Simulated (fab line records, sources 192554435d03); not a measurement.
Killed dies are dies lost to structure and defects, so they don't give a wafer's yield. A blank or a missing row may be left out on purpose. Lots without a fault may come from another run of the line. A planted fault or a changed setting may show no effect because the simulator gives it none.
fab line records | flow n5_finfet
record lots=24 wafers=72 last_day=17
route steps=1938 shown BEOL_M3@994 BEOL_M4@1040
lots that met no fault: from a run of the same line without faults
start_h: hours from the record's first day to the start of the lot's first wafer shown | wait_h: hours since the lot's step before | " the same as in the row above | L1.1+2: a row that stands for several wafers | - no value, or no start given | * or withheld: withheld | < > ~ a bound
route shown NAME@n: a module of which the file shows steps, and the number in the route of the first | usual: mean/standard deviation of fault-free wafers | same: alike in all rows | chamber/n: place in a boat | sites: the reading at each site | _std_site: their standard deviation | _edge_site: outer sites' mean less inner sites' | radius_mm: how far each site lies from the wafer's centre | mask NAME#n: copy n | behind: the tool/chamber that last shaped the wafer | hold: why the lot was held/for how many hours/how that ended | device: the transistor (n, p or np) that didn't switch | end of line: the same wafers' tests at the end of the route | a step without rows: its recipe alone | killed: dies lost to structure and defects at the first sort, not the wafer's yield | map: a wafer's dies, x killed, . not, _ none there
set.NAME: the setting as run; set.NAME@STEP: as run at that earlier step | model.NAME: the simulator's own value behind a step, which no gauge read
steps of the route over a sample of lots; a table a step, a row a wafer
services: from which hour (start_h, from the record's first day; less than 0 if before it) a tool's chamber was out of use, for how many hours, and why
## steps
# step N5_BEOL_M3_SPUTTER_48
# recipe material=Cu target_thk_a=45 temp_c=-20 chamber_pressure_pa=0.07 power_w=withheld time_s=8.29
# usual throttle_valve_pct=30.0/1.1
# columns lot.wafer tool chamber start_h wait_h throttle_valve_pct
L074.3 pvd_sputter-01 - 150.78 0.1 29.3
L074.5 " - " " 29.1
L074.6 " - " " 29.7
L075.3 pvd_sputter-03 - 151.24 0.1 29.9
L075.4 " - " " 30.1
L075.6 " - " " 30.0
L076.3 pvd_sputter-02 - 165.50 0.1 28.8
L076.4 " - " " 30.2
L076.6 " - " " 28.7
L077.2 pvd_sputter-01 - 166.52 0.6 31.1
L077.5 " - " " 29.4
L077.6 " - " " 31.1
L078.1 pvd_sputter-01 - 181.55 1.3 30.5
L078.3 " - " " 31.3
L078.6 " - " " 30.6
L080.1 pvd_sputter-03 - 183.35 0.1 29.8
L080.2 " - " " 29.9
L080.4 " - " " 30.3
L079.1 pvd_sputter-01 - 186.21 0.2 28.9
L079.3 " - " " 30.9
L079.5 " - " " 31.1
L081.2 pvd_sputter-03 - 195.05 0.1 29.9
L081.5 " - " " 30.0
L081.6 " - " " 30.5
L082.1 pvd_sputter-02 - 196.43 0.1 30.3
L082.2 " - " " 28.7
L082.3 " - " " 26.8
L083.3 pvd_sputter-01 - 207.57 1.4 31.2
L083.4 " - " " 29.3
L083.5 " - " " 29.4
L084.3 pvd_sputter-01 - 210.97 0.1 28.8
L084.4 " - " " 30.5
L084.6 " - " " 30.6
L086.2 pvd_sputter-01 - 221.63 0.1 31.5
L086.3 " - " " 30.8
L086.5 " - " " 29.4
L085.2 pvd_sputter-02 - 224.99 0.1 29.9
L085.4 " - " " 30.2
L085.5 " - " " 26.9
L087.3 pvd_sputter-01 - 230.34 0.2 31.3
L087.4 " - " " 29.0
L087.5 " - " " 29.0
L088.1 pvd_sputter-01 - 235.40 1.1 29.2
L088.3 " - " " 31.3
L088.5 " - " " 30.9
L089.1 pvd_sputter-03 - 237.43 0.2 30.0
L089.5 " - " " 31.7
L089.6 " - " " 30.0
L090.2 pvd_sputter-01 - 246.88 0.2 31.2
L090.5 " - " " 29.5
L090.6 " - " " 29.0
L091.1 pvd_sputter-03 - 257.88 0.2 30.3
L091.2 " - " " 32.0
L091.6 " - " " 29.8
L092.1 pvd_sputter-01 - 261.41 0.1 31.0
L092.3 " - " " 29.7
L092.4 " - " " 31.0
L093.2 pvd_sputter-03 - 265.24 0.1 30.1
L093.4 " - " " 29.7
L093.5 " - " " 30.2
L094.1 pvd_sputter-01 - 271.32 0.5 30.7
L094.2 " - " " 29.1
L094.3 " - " " 29.6
L095.2 pvd_sputter-02 - 275.79 1.5 30.3
L095.3 " - " " 29.8
L095.5 " - " " 28.4
L096.2 pvd_sputter-01 - 283.01 0.2 30.9
L096.4 " - " " 28.9
L096.5 " - " " 28.9
L097.1 pvd_sputter-03 - 283.55 0.1 32.1
L097.3 " - " " 29.8
L097.5 " - " " 30.3
# step N5_BEOL_M3_ANNEAL_91
# recipe temp_c=400 time_s=240 ambient=vacuum
# usual heater_power_w=801/53 susceptor_temp_C_max=401.0/0.44
# columns lot.wafer tool chamber start_h wait_h heater_power_w susceptor_temp_C_max
L074.3 pvd_sputter-01 - 151.96 0.0 826 400.9
L074.5 " - " " 759 400.7
L074.6 " - " " 825 400.7
L075.3 pvd_sputter-03 - 152.42 0.0 737 401.0
L075.4 " - " " 810 400.8
L075.6 " - " " 708 400.9
L076.3 pvd_sputter-02 - 166.68 0.0 788 400.7
L076.4 " - " " 712 401.5
L076.6 " - " " 832 400.7
L077.2 pvd_sputter-01 - 167.70 0.0 820 401.3
L077.5 " - " " 842 400.6
L077.6 " - " " 820 401.4
L078.1 pvd_sputter-01 - 182.73 0.0 833 401.9
L078.3 " - " " 814 401.7
L078.6 " - " " 811 401.8
L080.1 pvd_sputter-03 - 184.53 0.0 826 401.2
L080.2 " - " " 726 401.2
L080.4 " - " " 924 400.4
L079.1 pvd_sputter-01 - 187.39 0.0 760 400.6
L079.3 " - " " 814 401.2
L079.5 " - " " 791 401.8
L081.2 pvd_sputter-03 - 196.23 0.0 723 401.1
L081.5 " - " " 732 401.1
L081.6 " - " " 798 400.4
L082.1 pvd_sputter-02 - 197.61 0.0 733 401.1
L082.2 " - " " 821 400.2
L082.3 " - " " 727 400.7
L083.3 pvd_sputter-01 - 208.75 0.0 785 401.1
L083.4 " - " " 824 400.7
L083.5 " - " " 729 401.0
L084.3 pvd_sputter-01 - 212.15 0.0 762 401.0
L084.4 " - " " 789 402.0
L084.6 " - " " 807 401.5
L086.2 pvd_sputter-01 - 222.81 0.0 809 401.5
L086.3 " - " " 807 401.4
L086.5 " - " " 837 400.6
L085.2 pvd_sputter-02 - 226.17 0.0 810 400.9
L085.4 " - " " 734 400.9
L085.5 " - " " 713 400.7
L087.3 pvd_sputter-01 - 231.52 0.0 804 401.3
L087.4 " - " " 755 401.4
L087.5 " - " " 753 401.3
L088.1 pvd_sputter-01 - 236.58 0.0 730 401.1
L088.3 " - " " 806 401.4
L088.5 " - " " 810 401.7
L089.1 pvd_sputter-03 - 238.61 0.0 715 401.1
L089.5 " - " " 859 401.0
L089.6 " - " " 806 400.7
L090.2 pvd_sputter-01 - 248.06 0.0 787 401.3
L090.5 " - " " 832 400.3
L090.6 " - " " 774 400.9
L091.1 pvd_sputter-03 - 259.06 0.0 915 400.5
L091.2 " - " " 877 401.3
L091.6 " - " " 720 401.6
L092.1 pvd_sputter-01 - 262.59 0.0 831 401.3
L092.3 " - " " 829 401.0
L092.4 " - " " 815 401.5
L093.2 pvd_sputter-03 - 266.42 0.0 803 400.6
L093.4 " - " " 724 400.8
L093.5 " - " " 926 400.5
L094.1 pvd_sputter-01 - 272.50 0.0 817 401.2
L094.2 " - " " 759 400.8
L094.3 " - " " 842 400.6
L095.2 pvd_sputter-02 - 276.97 0.0 736 400.6
L095.3 " - " " 795 400.6
L095.5 " - " " 815 400.5
L096.2 pvd_sputter-01 - 284.19 0.0 803 402.2
L096.4 " - " " 743 400.9
L096.5 " - " " 733 400.9
L097.1 pvd_sputter-03 - 284.73 0.0 874 400.8
L097.3 " - " " 819 401.0
L097.5 " - " " 795 400.4
# step N5_BEOL_M4_ETCH_64
# recipe chemistry=N2/H2 target=SOC target_depth_a=750 overetch_a=225 mask_material=SiARC temp_c=40 time_s=121.9 ion_energy_ev=200 pressure_mtorr=30 source_w=840 bias_w=150 n2_flow_sccm=200 h2_flow_sccm=200
# usual drypump_motor_current_A=5.8/0.48 oes_product_au=0.57/0.043 rf_vpp_V=524.6/1.7 showerhead_plenum_p_Torr=2.57/0.058 throttle_valve_pct=17.92/0.23
# columns lot.wafer tool chamber start_h wait_h drypump_motor_current_A oes_product_au rf_hours_counter_h rf_vpp_V showerhead_plenum_p_Torr throttle_valve_pct
L074.3 rie_diel-02 2 155.25 0.0 5.1 0.55 185 522.2 2.52 18.13
L074.5 " 2 " " 5.1 0.56 - 523.4 2.52 18.14
L074.6 " 1 " " 6.3 0.53 - 521.9 2.52 17.71
L075.3 rie_diel-02 3 155.48 0.0 5.9 0.58 116 523.9 2.56 18.16
L075.4 " 0 " " 6.6 0.65 50 529.6 2.71 17.94
L075.6 " 1 " " 6.3 0.54 - 524.3 2.52 17.69
L076.3 rie_diel-06 3 170.33 0.0 5.7 0.62 88 525.0 2.56 17.90
L076.4 " 2 " " 5.5 0.59 113 522.8 2.56 17.76
L076.6 " 3 " " 5.7 0.62 - 525.1 2.56 17.90
L077.2 rie_diel-06 3 171.29 0.0 5.7 0.62 88 524.3 2.56 17.92
L077.5 " 3 " " 5.7 0.62 - 525.0 2.56 17.90
L077.6 " 2 " " 5.5 0.58 - 525.0 2.56 17.76
L078.1 rie_diel-06 0 185.86 0.0 6.4 0.53 204 523.3 2.51 18.25
L078.3 " 2 " " 5.5 0.59 119 523.1 2.56 17.76
L078.6 " 0 " " 6.4 0.54 - 522.9 2.51 18.27
L080.1 rie_diel-05 0 188.65 0.0 5.5 0.59 123 523.1 2.54 17.88
L080.2 " 3 " " 5.5 0.61 95 527.8 2.66 17.60
L080.4 " 2 " " 4.9 0.56 188 525.8 2.64 17.64
L079.1 rie_diel-05 2 192.23 0.0 4.9 0.56 189 526.8 2.64 17.63
L079.3 " 3 " " 5.5 0.62 96 527.6 2.66 17.59
L079.5 " 1 " " 6.2 0.63 - 524.8 2.56 17.94
L081.2 rie_diel-02 2 199.58 0.0 5.1 0.54 195 525.2 2.52 18.14
L081.5 " 3 " " 5.9 0.57 - 522.7 2.55 18.19
L081.6 " 2 " " 5.1 0.54 - 523.0 2.52 18.14
L082.1 rie_diel-02 2 201.96 0.0 5.1 0.55 195 522.6 2.52 18.14
L082.2 " 0 " " 6.6 0.64 62 528.0 2.71 17.96
L082.3 " 3 " " 5.9 0.57 127 525.4 2.55 18.18
L083.3 rie_diel-06 1 211.45 0.0 5.7 0.52 216 526.0 2.61 17.84
L083.4 " 0 " " 6.4 0.52 - 524.2 2.51 18.27
L083.5 " 1 " " 5.7 0.52 - 527.1 2.61 17.83
L084.3 rie_diel-05 3 224.21 0.0 5.5 0.61 108 527.9 2.66 17.60
L084.4 " 1 " " 6.2 0.63 101 525.4 2.56 17.98
L084.6 " 2 " " 4.9 0.55 - 526.5 2.63 17.66
L086.2 rie_diel-02 2 226.11 0.0 5.1 0.54 204 522.8 2.51 18.15
L086.3 " 3 " " 5.9 0.57 136 522.7 2.55 18.18
L086.5 " 3 " " 5.8 0.57 - 524.8 2.55 18.19
L085.2 rie_diel-02 0 230.52 0.0 6.6 0.64 74 528.5 2.70 17.99
L085.4 " 3 " " 5.9 0.56 - 524.8 2.55 18.21
L085.5 " 1 " " 6.3 0.53 - 522.6 2.51 17.75
L087.3 rie_diel-05 1 236.57 0.0 6.2 0.61 106 524.0 2.56 17.98
L087.4 " 2 " " 4.9 0.55 206 526.1 2.63 17.68
L087.5 " 2 " " 4.9 0.55 - 525.6 2.63 17.67
L088.1 rie_diel-05 0 240.31 0.0 5.5 0.57 142 523.5 2.53 17.93
L088.3 " 3 " " 5.5 0.60 113 526.5 2.65 17.61
L088.5 " 3 " " 5.5 0.61 - 525.9 2.65 17.62
L089.1 rie_diel-06 3 242.99 0.0 5.7 0.60 110 524.4 2.55 17.95
L089.5 " 3 " " 5.7 0.61 - 523.9 2.55 17.94
L089.6 " 2 " " 5.5 0.57 - 523.8 2.55 17.79
L090.2 rie_diel-06 2 251.27 0.0 5.5 0.58 145 524.1 2.55 17.80
L090.5 " 2 " " 5.5 0.57 - 524.7 2.55 17.80
L090.6 " 3 " " 5.7 0.60 - 525.0 2.55 17.97
L091.1 rie_diel-05 0 263.85 0.0 5.5 0.57 151 522.4 2.53 17.95
L091.2 " 2 " " 4.9 0.54 217 525.9 2.63 17.69
L091.6 " 2 " " 4.9 0.54 - 526.6 2.63 17.68
L092.1 rie_diel-06 2 265.12 0.0 5.5 0.57 150 524.7 2.55 17.82
L092.3 " 1 " " 5.7 0.51 235 525.0 2.61 17.87
L092.4 " 0 " " 6.4 0.52 235 524.1 2.50 18.33
L093.2 rie_diel-06 1 270.41 0.0 5.7 0.51 237 526.5 2.61 17.87
L093.4 " 0 " " 6.4 0.52 236 522.4 2.50 18.31
L093.5 " 0 " " 6.4 0.52 - 522.6 2.50 18.31
L094.1 rie_diel-06 1 276.76 0.0 5.7 0.51 239 526.0 2.60 17.86
L094.2 " 3 " " 5.7 0.61 121 525.1 2.55 17.98
L094.3 " 0 " " 6.4 0.52 238 523.5 2.50 18.32
L095.2 rie_diel-02 3 280.10 0.0 5.9 0.56 157 521.9 2.54 18.22
L095.3 " 0 " " 6.5 0.62 94 528.1 2.69 18.04
L095.5 " 2 " " 5.1 0.53 - 523.1 2.51 18.20
L096.2 rie_diel-02 3 288.94 0.0 5.9 0.56 160 523.6 2.54 18.23
L096.4 " 0 " " 6.6 0.61 97 528.2 2.69 18.03
L096.5 " 1 " " 6.3 0.72 - 523.9 2.51 17.29
L097.1 rie_diel-06 2 289.00 0.0 5.5 0.57 157 523.2 2.54 17.82
L097.3 " 0 " " 6.4 0.52 242 522.3 2.50 18.31
L097.5 " 1 " " 5.7 0.51 - 525.2 2.60 17.87
# step N5_BEOL_M4_TRENCH_ETCH_37
# recipe chemistry=C4F6/O2 target_depth_a=555.55 target=SiOC time_s=29.2 ion_energy_ev=250 pressure_mtorr=30 source_w=355 bias_w=185 Ar_flow_sccm=300 C4F6_flow_sccm=10 O2_flow_sccm=10
# usual drypump_motor_current_A=5.9/0.5 oes_product_au=0.77/0.071 rf_vpp_V=658/15 showerhead_plenum_p_Torr=2.88/0.054 throttle_valve_pct=20.98/0.3
# columns lot.wafer tool chamber start_h wait_h drypump_motor_current_A oes_product_au rf_hours_counter_h rf_vpp_V showerhead_plenum_p_Torr throttle_valve_pct
L074.3 rie_diel-06 2 - - 5.5 0.78 108 647 2.87 20.78
L074.5 " 3 " " 5.7 0.83 - 674 2.90 21.11
L074.6 " 2 " " 5.5 0.79 - 646 2.87 20.78
L075.3 rie_diel-06 0 - - 6.4 0.70 193 646 2.82 21.19
L075.4 " 2 " " 5.5 0.79 - 646 2.87 20.78
L075.6 " 0 " " 6.4 0.70 - 645 2.82 21.20
L076.3 rie_diel-06 3 - - 5.7 0.83 90 675 2.90 21.11
L076.4 " 2 " " 5.5 0.77 115 646 2.87 20.79
L076.6 " 0 " " 6.4 0.70 - 645 2.82 21.22
L077.2 rie_diel-05 1 - - 6.2 0.83 84 680 2.89 21.06
L077.5 " 1 " " 6.2 0.83 - 680 2.89 21.06
L077.6 " 2 " " 4.9 0.73 - 679 2.93 20.54
L078.1 rie_diel-05 1 - - 6.2 0.83 88 679 2.89 21.06
L078.3 " 3 " " 5.5 0.81 95 655 2.98 20.63
L078.6 " 0 " " 5.5 0.78 - 674 2.88 21.21
L080.1 rie_diel-02 1 - - 6.3 0.70 226 659 2.82 20.71
L080.2 " 2 " " 5.1 0.71 192 649 2.85 21.41
L080.4 " 0 " " 6.5 0.86 58 656 2.98 20.79
L079.1 rie_diel-02 1 - - 6.2 0.70 228 658 2.82 20.72
L079.3 " 0 " " 6.5 0.86 59 659 2.98 20.79
L079.5 " 3 " " 5.9 0.76 - 632 2.86 21.17
L081.2 rie_diel-06 3 - - 5.7 0.81 100 674 2.89 21.14
L081.5 " 0 " " 6.4 0.69 - 645 2.82 21.23
L081.6 " 3 " " 5.7 0.82 - 674 2.89 21.15
L082.1 rie_diel-02 0 - - 6.5 0.86 63 658 2.98 20.79
L082.2 " 3 " " 5.9 0.75 128 633 2.85 21.18
L082.3 " 1 " " 6.3 0.70 231 658 2.82 20.73
L083.3 rie_diel-05 3 - - 5.5 0.80 106 656 2.97 20.63
L083.4 " 1 " " 6.2 0.81 99 680 2.88 21.07
L083.5 " 1 " " 6.2 0.82 - 681 2.88 21.07
L084.3 rie_diel-05 0 - - 5.5 0.77 137 674 2.87 21.24
L084.4 " 3 " " 5.5 0.79 109 656 2.97 20.63
L084.6 " 0 " " 5.5 0.78 - 675 2.87 21.21
L086.2 rie_diel-02 0 - - 6.5 0.84 73 659 2.98 20.81
L086.3 " 3 " " 5.9 0.75 137 634 2.85 21.19
L086.5 " 1 " " 6.3 0.70 - 657 2.81 20.75
L085.2 rie_diel-06 1 - - 5.7 0.69 226 659 2.91 20.90
L085.4 " 3 " " 5.7 0.80 106 676 2.89 21.15
L085.5 " 3 " " 5.7 0.81 - 674 2.89 21.15
L087.3 rie_diel-06 0 - - 6.4 0.68 227 645 2.81 21.25
L087.4 " 1 " " 5.7 0.68 227 658 2.91 20.92
L087.5 " 3 " " 5.7 0.81 - 674 2.89 21.14
L088.1 rie_diel-02 0 - - 6.5 0.81 81 659 2.97 20.81
L088.3 " 3 " " 5.9 0.73 144 633 2.85 21.20
L088.5 " 1 " " 6.3 0.68 - 656 2.81 20.75
L089.1 rie_diel-05 0 - - 5.5 0.77 147 676 2.87 21.27
L089.5 " 1 " " 6.2 0.80 - 679 2.88 21.09
L089.6 " 0 " " 5.5 0.78 - 676 2.87 21.24
L090.2 rie_diel-06 0 - - 6.4 0.68 231 645 2.81 21.25
L090.5 " 1 " " 5.7 0.68 - 658 2.91 20.92
L090.6 " 2 " " 5.5 0.74 - 644 2.85 20.83
L091.1 rie_diel-02 2 - - 5.1 0.70 216 649 2.84 21.44
L091.2 " 0 " " 6.5 0.82 90 658 2.97 20.86
L091.6 " 0 " " 6.5 0.82 - 658 2.97 20.83
L092.1 rie_diel-02 2 - - 5.1 0.69 217 650 2.84 21.46
L092.3 " 0 " " 6.5 0.82 91 657 2.97 20.84
L092.4 " 3 " " 5.9 0.73 155 634 2.84 21.23
L093.2 rie_diel-02 2 - - 5.1 0.69 218 651 2.84 21.45
L093.4 " 0 " " 6.5 0.81 92 658 2.97 20.84
L093.5 " 3 " " 5.9 0.74 - 634 2.84 21.21
L094.1 rie_diel-05 0 - - 5.5 0.75 157 674 2.86 21.28
L094.2 " 2 " " 4.9 0.71 222 679 2.92 20.57
L094.3 " 1 " " 6.2 0.80 124 681 2.87 21.12
L095.2 rie_diel-02 3 - - 5.9 0.72 159 632 2.84 21.23
L095.3 " 0 " " 6.6 0.80 96 658 2.97 20.86
L095.5 " 1 " " 6.3 0.97 - 656 2.81 20.34
L096.2 rie_diel-02 0 - - 6.5 0.81 100 658 2.96 20.85
L096.4 " 1 " " 6.3 0.95 10 657 2.80 20.33
L096.5 " 2 " " 5.1 0.69 - 649 2.84 21.46
L097.1 rie_diel-02 0 - - 6.5 0.80 102 659 2.96 20.86
L097.3 " 1 " " 6.3 0.93 11 658 2.80 20.34
L097.5 " 0 " " 6.6 0.80 - 658 2.96 20.86
# step N5_BEOL_M4_SPUTTER_79
# recipe material=Cu target_thk_a=45 temp_c=-20 chamber_pressure_pa=0.07 power_w=withheld time_s=8.29
# usual throttle_valve_pct=29.8/1.3
# columns lot.wafer tool chamber start_h wait_h throttle_valve_pct
L074.3 pvd_sputter-01 - 162.66 0.1 31.3
L074.5 " - " " 31.2
L074.6 " - " " 29.6
L075.3 pvd_sputter-03 - 163.19 0.1 30.1
L075.4 " - " " 30.5
L075.6 " - " " 30.1
L076.3 pvd_sputter-01 - 177.01 0.1 30.8
L076.4 " - " " 31.2
L076.6 " - " " 30.8
L077.2 pvd_sputter-01 - 179.85 0.1 30.9
L077.5 " - " " 31.2
L077.6 " - " " 29.1
L078.1 pvd_sputter-03 - 190.31 0.1 30.1
L078.3 " - " " 30.4
L078.6 " - " " 29.9
L080.1 pvd_sputter-01 - 193.56 0.1 29.6
L080.2 " - " " 29.1
L080.4 " - " " 30.5
L079.1 pvd_sputter-01 - 197.08 0.1 30.9
L079.3 " - " " 30.7
L079.5 " - " " 28.9
L081.2 pvd_sputter-02 - 202.63 0.1 29.9
L081.5 " - " " 26.6
L081.6 " - " " 28.6
L082.1 pvd_sputter-03 - 206.40 0.1 29.9
L082.2 " - " " 32.0
L082.3 " - " " 30.3
L083.3 pvd_sputter-01 - 219.97 0.1 29.4
L083.4 " - " " 30.7
L083.5 " - " " 29.0
L084.3 pvd_sputter-02 - 227.36 0.1 29.9
L084.4 " - " " 30.2
L084.6 " - " " 28.7
L086.2 pvd_sputter-02 - 230.80 0.1 28.6
L086.3 " - " " 26.9
L086.5 " - " " 30.0
L085.2 pvd_sputter-01 - 233.70 0.1 29.3
L085.4 " - " " 30.5
L085.5 " - " " 31.3
L087.3 pvd_sputter-02 - 243.94 0.1 30.2
L087.4 " - " " 30.0
L087.5 " - " " 28.6
L088.1 pvd_sputter-03 - 251.59 0.1 30.0
L088.3 " - " " 31.7
L088.5 " - " " 30.0
L089.1 pvd_sputter-03 - 254.69 0.1 31.8
L089.5 " - " " 30.4
L089.6 " - " " 31.9
L090.2 pvd_sputter-02 - 254.96 0.1 28.8
L090.5 " - " " 26.8
L090.6 " - " " 28.7
L091.1 pvd_sputter-02 - 271.01 0.1 30.4
L091.2 " - " " 28.8
L091.6 " - " " 30.2
L092.1 pvd_sputter-03 - 274.28 0.1 30.4
L092.3 " - " " 31.9
L092.4 " - " " 30.1
L093.2 pvd_sputter-02 - 277.85 0.1 28.8
L093.4 " - " " 27.1
L093.5 " - " " 30.2
L094.1 pvd_sputter-01 - 280.61 0.1 29.3
L094.2 " - " " 29.2
L094.3 " - " " 30.7
L095.2 pvd_sputter-01 - 286.15 0.1 30.5
L095.3 " - " " 29.1
L095.5 " - " " 29.5
L096.2 pvd_sputter-01 - 297.82 0.1 30.7
L096.4 " - " " 29.2
L096.5 " - " " 29.4
L097.1 pvd_sputter-02 - 301.11 0.1 29.7
L097.3 " - " " 28.5
L097.5 " - " " 28.8
# step N5_BEOL_M4_SPUTTER_96
# recipe material=Cu target_thk_a=45 temp_c=-20 chamber_pressure_pa=0.07 power_w=withheld time_s=8.29
# usual throttle_valve_pct=29.8/1.3
# columns lot.wafer tool chamber start_h wait_h throttle_valve_pct
L074.3 pvd_sputter-01 - 164.20 0.1 31.1
L074.5 " - " " 31.5
L074.6 " - " " 29.0
L075.3 pvd_sputter-03 - 164.73 0.1 30.3
L075.4 " - " " 30.3
L075.6 " - " " 30.2
L076.3 pvd_sputter-01 - 178.55 0.1 30.7
L076.4 " - " " 31.0
L076.6 " - " " 31.0
L077.2 pvd_sputter-01 - 181.39 0.1 30.8
L077.5 " - " " 31.2
L077.6 " - " " 29.0
L078.1 pvd_sputter-03 - 191.85 0.1 30.2
L078.3 " - " " 30.2
L078.6 " - " " 30.0
L080.1 pvd_sputter-01 - 195.10 0.1 29.2
L080.2 " - " " 29.0
L080.4 " - " " 30.7
L079.1 pvd_sputter-01 - 198.62 0.1 31.2
L079.3 " - " " 30.7
L079.5 " - " " 29.1
L081.2 pvd_sputter-02 - 204.17 0.1 29.9
L081.5 " - " " 26.5
L081.6 " - " " 28.8
L082.1 pvd_sputter-03 - 207.94 0.1 29.8
L082.2 " - " " 31.8
L082.3 " - " " 29.9
L083.3 pvd_sputter-01 - 221.51 0.1 29.5
L083.4 " - " " 30.6
L083.5 " - " " 29.0
L084.3 pvd_sputter-02 - 228.90 0.1 29.5
L084.4 " - " " 30.0
L084.6 " - " " 28.9
L086.2 pvd_sputter-02 - 232.34 0.1 28.7
L086.3 " - " " 26.7
L086.5 " - " " 29.8
L085.2 pvd_sputter-01 - 235.24 0.1 29.7
L085.4 " - " " 31.1
L085.5 " - " " 31.2
L087.3 pvd_sputter-02 - 245.48 0.1 30.2
L087.4 " - " " 29.8
L087.5 " - " " 28.8
L088.1 pvd_sputter-03 - 253.13 0.1 29.8
L088.3 " - " " 32.3
L088.5 " - " " 29.8
L089.1 pvd_sputter-03 - 256.23 0.1 32.1
L089.5 " - " " 30.2
L089.6 " - " " 32.0
L090.2 pvd_sputter-02 - 256.50 0.1 28.8
L090.5 " - " " 27.0
L090.6 " - " " 28.5
L091.1 pvd_sputter-02 - 272.55 0.1 30.2
L091.2 " - " " 28.7
L091.6 " - " " 30.2
L092.1 pvd_sputter-03 - 275.82 0.1 30.5
L092.3 " - " " 32.0
L092.4 " - " " 29.7
L093.2 pvd_sputter-02 - 279.39 0.1 28.7
L093.4 " - " " 27.0
L093.5 " - " " 30.0
L094.1 pvd_sputter-01 - 282.15 0.1 29.5
L094.2 " - " " 29.1
L094.3 " - " " 30.7
L095.2 pvd_sputter-01 - 287.69 0.1 30.8
L095.3 " - " " 29.2
L095.5 " - " " 29.3
L096.2 pvd_sputter-01 - 299.36 0.1 31.0
L096.4 " - " " 29.4
L096.5 " - " " 29.5
L097.1 pvd_sputter-02 - 302.65 0.1 29.9
L097.3 " - " " 28.7
L097.5 " - " " 28.6
## services
# columns tool chamber start_h hours kind
rie_diel-02 - 156.72 16.8 repair
rie_diel-06 1 161.09 4.9 repair
rie_diel-05 2 164.28 5.6 repair
rie_diel-06 3 211.16 15.1 repair
rie_diel-02 2 226.34 13.2 repair
rie_diel-06 1 233.21 4.6 repair
rie_diel-06 - 242.52 0.3 repair
rie_diel-02 1 251.75 - clean
rie_diel-02 1 251.75 - consumable_replace:focus_ring
rie_diel-02 1 251.75 19.5 scheduled_down
rie_diel-02 1 251.75 19.5 vent_cycle
rie_diel-06 0 289.58 6.3 repair
rie_diel-05 3 300.97 6.5 repair
## key
fault none
